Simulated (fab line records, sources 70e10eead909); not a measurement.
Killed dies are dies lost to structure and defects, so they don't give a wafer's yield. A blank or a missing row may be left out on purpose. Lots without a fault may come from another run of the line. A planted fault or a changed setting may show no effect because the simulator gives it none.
A struck lot beside a sound one | flow nand_harc | 14 steps out of a route of 1159
Sound: wafers L363.2, L363.5, L363.6. Struck: wafer L384.4. (L384.3, L384.5 of the same lot were not struck and are left out.) The cause comes at the end.
At each step with rows: each side's tool, then ch and its chambers, then its first start. Under that, the readings that differ: sound wafers | struck wafers | difference of the means | sigmas: that difference in standard deviations of wafers without a fault.
alike: readings whose means differ by less than 2 such deviations, and words and numbers that are the same on both sides. not compared: withheld readings, readings that some wafer has no value for, bounds like >300 that may hide the same value, and numbers for which the record gives no deviation and whose values overlap.
The two part at a step that has a row with sigmas, a row that says differs or no value, or rows on one side only. Numbers that don't overlap but have no deviation are shown without sigmas and don't part them. A reading that every wafer of one side lacks parts them only if that side has two wafers or more.

first, 1 step without rows for these wafers: NHARC_A_STAIRCASE_HARDBAKE_311 (time 140 s).
NHARC_A_STAIRCASE_DESCUM_312: chemistry O2, time 3 s.
  sound on rie_diel-10 ch 1,2, day 12 16:36; struck on rie_diel-06 ch 1, day 16 21:38
  alike: drypump_motor_current_A, oes_product_au, rf_vpp_V, showerhead_plenum_p_Torr, throttle_valve_pct
  not compared: rf_hours_counter_h
then, 1 step without rows for these wafers: NHARC_A_STAIRCASE_ETCH_313 (etches the open film in CF4/CHF3).
NHARC_A_STAIRCASE_HM_OPEN_463: chemistry O2/COS.
  sound on rie_diel-10 ch 0,1; struck on rie_diel-06 ch 2
  alike: cos_flow_sccm, drypump_motor_current_A, oes_product_au, rf_vpp_V, showerhead_plenum_p_Torr, throttle_valve_pct
  not compared: rf_hours_counter_h
then, 1 step without rows for these wafers: NHARC_A_STAIRCASE_STRIP_464 (strips in O2/COS).
NHARC_A_STAIRCASE_ETCH_453: etches the open film in CF4/O2, target depth 30 nm, overetch 3 nm, time 16.5 s.
  sound on rie_diel-10 ch 0,1,3; struck on rie_diel-06 ch 0
  alike: drypump_motor_current_A, oes_product_au, rf_vpp_V, showerhead_plenum_p_Torr, throttle_valve_pct
  not compared: rf_hours_counter_h
then, 1 step without rows for these wafers: NHARC_A_STAIRCASE_ETCH_315 (etches the open film in C4F8/O2/Ar, target depth 2500 nm, time 607.1 s).
NHARC_A_STAIRCASE_STRIP_316: strips in O2.
  sound on rie_diel-10 ch 0,1; struck on rie_diel-06 ch 3
  alike: drypump_motor_current_A, oes_product_au, rf_vpp_V, showerhead_plenum_p_Torr, throttle_valve_pct
  not compared: rf_hours_counter_h
then, 3 steps without rows for these wafers: NHARC_A_STAIRCASE_STRIP_317 (strips in SPM, time 900 s); NHARC_A_STAIRCASE_PRECLEAN_318 (cleans in SC1); NHARC_A_STAIRCASE_SRD_329.
NHARC_A_STAIRCASE_ALD_415: deposits SiO2, target thk 30 nm, pulse time 6 s, ald cycles 300.
  sound on ald_hk-01 ch 0,1,3, day 12 23:55; struck on ald_hk-03 ch 1, day 16 23:37
  reading    | sound       | struck | difference | sigmas
  ald_cycles | 300 300 300 | 368    | +68        |
  alike: heater_power_w, precursor_pulse_height_rel
NHARC_A_STAIRCASE_ETCHBACK_416: etches the open film in C4F8/O2/Ar, target depth 36 nm, time 7.2 s.
  sound on rie_diel-10 ch 0,3; struck on rie_diel-06 ch 2
  alike: oes_product_au, rf_vpp_V
  not compared: rf_hours_counter_h
-- the record jumps here: 8 days lie between the struck wafers' starts before and after (it left off in module A_STAIRCASE and takes up again in module END, whose first step shown is number 1159 of the route) --
NHARC_END_SORT_01:
  the record has rows for the struck wafers here (prober-01 ch 0, day 25 10:57) and none for the sound ones

WHERE THEY PART
Only at NHARC_END_SORT_01, within this record.

WHY: what the simulator had put in
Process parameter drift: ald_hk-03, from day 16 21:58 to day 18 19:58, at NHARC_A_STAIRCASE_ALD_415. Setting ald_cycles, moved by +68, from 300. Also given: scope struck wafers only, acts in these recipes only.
